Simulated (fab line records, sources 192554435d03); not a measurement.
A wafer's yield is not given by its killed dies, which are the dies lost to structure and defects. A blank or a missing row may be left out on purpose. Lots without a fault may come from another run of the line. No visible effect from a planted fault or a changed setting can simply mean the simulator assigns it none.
Matching of chambers / flow n5_finfet / N5_BEOL_M9_STRIP_19 on rie_diel-05: 4 sister chambers
The step strips in O2. 18 wafers are shown with their chamber, then 9 later ones without.

WAFERS, EACH WITH ITS CHAMBER
wafer=L076.1; chamber=1; drypump_motor_current_A (A)=5.6; showerhead_plenum_p_Torr (Torr)=2.15; throttle_valve_pct (%)=16.66
wafer=L076.3; chamber=0; drypump_motor_current_A (A)=5.3; showerhead_plenum_p_Torr (Torr)=2.03; throttle_valve_pct (%)=16.38
wafer=L076.6; chamber=1; drypump_motor_current_A (A)=5.6; showerhead_plenum_p_Torr (Torr)=2.15; throttle_valve_pct (%)=16.66
wafer=L078.1; chamber=1; drypump_motor_current_A (A)=5.6; showerhead_plenum_p_Torr (Torr)=2.15; throttle_valve_pct (%)=16.65
wafer=L078.3; chamber=3; drypump_motor_current_A (A)=5.1; showerhead_plenum_p_Torr (Torr)=2.06; throttle_valve_pct (%)=16.57
wafer=L078.5; chamber=1; drypump_motor_current_A (A)=5.6; showerhead_plenum_p_Torr (Torr)=2.15; throttle_valve_pct (%)=16.64
wafer=L081.1; chamber=0; drypump_motor_current_A (A)=5.2; showerhead_plenum_p_Torr (Torr)=2.03; throttle_valve_pct (%)=16.38
wafer=L081.3; chamber=1; drypump_motor_current_A (A)=5.6; showerhead_plenum_p_Torr (Torr)=2.15; throttle_valve_pct (%)=16.67
wafer=L081.6; chamber=0; drypump_motor_current_A (A)=5.2; showerhead_plenum_p_Torr (Torr)=2.03; throttle_valve_pct (%)=16.38
wafer=L082.2; chamber=1; drypump_motor_current_A (A)=5.6; showerhead_plenum_p_Torr (Torr)=2.15; throttle_valve_pct (%)=16.67
wafer=L082.4; chamber=2; drypump_motor_current_A (A)=6.2; showerhead_plenum_p_Torr (Torr)=2.13; throttle_valve_pct (%)=16.42
wafer=L082.5; chamber=2; drypump_motor_current_A (A)=6.2; showerhead_plenum_p_Torr (Torr)=2.13; throttle_valve_pct (%)=16.43
wafer=L086.1; chamber=2; drypump_motor_current_A (A)=6.1; showerhead_plenum_p_Torr (Torr)=2.12; throttle_valve_pct (%)=16.43
wafer=L086.2; chamber=0; drypump_motor_current_A (A)=5.2; showerhead_plenum_p_Torr (Torr)=2.02; throttle_valve_pct (%)=16.40
wafer=L086.4; chamber=1; drypump_motor_current_A (A)=5.7; showerhead_plenum_p_Torr (Torr)=2.14; throttle_valve_pct (%)=16.69
wafer=L087.1; chamber=0; drypump_motor_current_A (A)=5.3; showerhead_plenum_p_Torr (Torr)=2.02; throttle_valve_pct (%)=16.43
wafer=L087.5; chamber=3; drypump_motor_current_A (A)=5.1; showerhead_plenum_p_Torr (Torr)=2.05; throttle_valve_pct (%)=16.59
wafer=L087.6; chamber=0; drypump_motor_current_A (A)=5.2; showerhead_plenum_p_Torr (Torr)=2.02; throttle_valve_pct (%)=16.42

SIGNATURES, as means of the wafers listed above
reading=drypump_motor_current_A; chamber 0=5.233; chamber 1=5.614; chamber 2=6.167; chamber 3=5.100; scatter within a chamber=0.0452
reading=showerhead_plenum_p_Torr; chamber 0=2.0250; chamber 1=2.1486; chamber 2=2.1267; chamber 3=2.0550; scatter within a chamber=0.00502
reading=throttle_valve_pct; chamber 0=16.3983; chamber 1=16.6629; chamber 2=16.4267; chamber 3=16.5800; scatter within a chamber=0.0175
Rule: for a wafer and a chamber, the distance is found by dividing, reading by reading, the gap between the wafer's reading and the chamber's mean by the reading's scatter, squaring, summing and taking the root. If the next closest chamber is less than 2 further off than the closest, the wafer can't be placed; otherwise it belongs to the closest. The scatter: take each reading less its chamber's mean, square it, sum over the shown wafers, divide by the number of wafers less the number of chambers, and take the root.

WAFERS MISSING THEIR CHAMBER
wafer=L093.2; drypump_motor_current_A (A)=5.2; showerhead_plenum_p_Torr (Torr)=2.02; throttle_valve_pct (%)=16.42
wafer=L093.3; drypump_motor_current_A (A)=6.2; showerhead_plenum_p_Torr (Torr)=2.12; throttle_valve_pct (%)=16.45
wafer=L093.5; drypump_motor_current_A (A)=6.2; showerhead_plenum_p_Torr (Torr)=2.12; throttle_valve_pct (%)=16.44
wafer=L095.1; drypump_motor_current_A (A)=5.1; showerhead_plenum_p_Torr (Torr)=2.05; throttle_valve_pct (%)=16.61
wafer=L095.3; drypump_motor_current_A (A)=5.6; showerhead_plenum_p_Torr (Torr)=2.14; throttle_valve_pct (%)=16.27
wafer=L095.5; drypump_motor_current_A (A)=5.1; showerhead_plenum_p_Torr (Torr)=2.05; throttle_valve_pct (%)=16.62
wafer=L096.1; drypump_motor_current_A (A)=6.2; showerhead_plenum_p_Torr (Torr)=2.12; throttle_valve_pct (%)=16.48
wafer=L096.5; drypump_motor_current_A (A)=5.1; showerhead_plenum_p_Torr (Torr)=2.05; throttle_valve_pct (%)=16.64
wafer=L096.6; drypump_motor_current_A (A)=6.2; showerhead_plenum_p_Torr (Torr)=2.12; throttle_valve_pct (%)=16.48

WHICH CHAMBER EACH ONE RAN IN
wafer=L093.2; from the rows above=0; in truth=0
wafer=L093.3; from the rows above=2; in truth=2
wafer=L093.5; from the rows above=2; in truth=2
wafer=L095.1; from the rows above=3; in truth=3
wafer=L095.3; from the rows above=2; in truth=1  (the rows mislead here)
wafer=L095.5; from the rows above=3; in truth=3
wafer=L096.1; from the rows above=2; in truth=2
wafer=L096.5; from the rows above=3; in truth=3
wafer=L096.6; from the rows above=2; in truth=2
8 of 9 placed correctly. Number that these rows cannot place: 0. Placed wrongly: 1.
